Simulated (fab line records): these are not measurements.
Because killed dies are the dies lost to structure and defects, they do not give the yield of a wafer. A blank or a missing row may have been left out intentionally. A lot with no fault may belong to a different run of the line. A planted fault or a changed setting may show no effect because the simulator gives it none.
Matching of chambers :: flow nand_harc :: NHARC_A_DECK1_JOINT_CMP_13 on cmp-02: 4 sister chambers
The step polishes, target thk 51.023 nm. 8 wafers are shown with their chamber, then 8 later ones without.

WAFERS WITH THEIR CHAMBER
wafer: L081.2
chamber: 0
motor_current_A (A): 12.1
time_to_endpoint_s (s): 11.6

wafer: L081.3
chamber: 1
motor_current_A (A): 12.4
time_to_endpoint_s (s): 5.5

wafer: L085.2
chamber: 1
motor_current_A (A): 12.8
time_to_endpoint_s (s): 6.2

wafer: L085.4
chamber: 3
motor_current_A (A): 11.3
time_to_endpoint_s (s): 8.3

wafer: L087.2
chamber: 2
motor_current_A (A): 10.7
time_to_endpoint_s (s): 12.2

wafer: L087.4
chamber: 3
motor_current_A (A): 11.1
time_to_endpoint_s (s): 6.6

wafer: L087.6
chamber: 0
motor_current_A (A): 11.9
time_to_endpoint_s (s): 7.5

wafer: L088.1
chamber: 2
motor_current_A (A): 10.9
time_to_endpoint_s (s): 9.0

WAFERS WITHOUT THEIR CHAMBER
wafer: L088.2
motor_current_A (A): 11.1
time_to_endpoint_s (s): 4.7

wafer: L088.5
motor_current_A (A): 11.4
time_to_endpoint_s (s): 6.6

wafer: L096.3
motor_current_A (A): 12.2
time_to_endpoint_s (s): 4.5

wafer: L096.4
motor_current_A (A): 10.8
time_to_endpoint_s (s): 10.6

wafer: L096.5
motor_current_A (A): 12.8
time_to_endpoint_s (s): 6.3

wafer: L097.3
motor_current_A (A): 12.5
time_to_endpoint_s (s): 6.2

wafer: L097.4
motor_current_A (A): 11.3
time_to_endpoint_s (s): 7.8

wafer: L097.6
motor_current_A (A): 11.1
time_to_endpoint_s (s): 11.6

WHICH CHAMBER EACH ONE RAN IN
wafer: L088.2
from the rows above: can't be placed: 3 or 2
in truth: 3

wafer: L088.5
from the rows above: 3
in truth: 3

wafer: L096.3
from the rows above: can't be placed: 1 or 0
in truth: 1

wafer: L096.4
from the rows above: 2
in truth: 2

wafer: L096.5
from the rows above: 1
in truth: 1

wafer: L097.3
from the rows above: 1
in truth: 1

wafer: L097.4
from the rows above: 3
in truth: 3

wafer: L097.6
from the rows above: can't be placed: 2 or 3
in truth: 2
Correct placement for 5 of the 8. From these rows, 3 cannot be placed; in 3 the true chamber is one of the candidates. Number placed wrongly: 0.
How it was worked out, from the rows above alone: a wafer's distance from a chamber is the root of the sum, over the readings, of the square of ((its reading less the chamber's mean) divided by the reading's scatter). If the next closest chamber is less than 2 further off than the closest, the wafer can't be placed; otherwise it belongs to the closest. The mean given for a chamber averages the wafers shown for that chamber. The scatter: take each reading less its chamber's mean, square it, sum over the shown wafers, divide by the number of wafers less the number of chambers, and take the root.
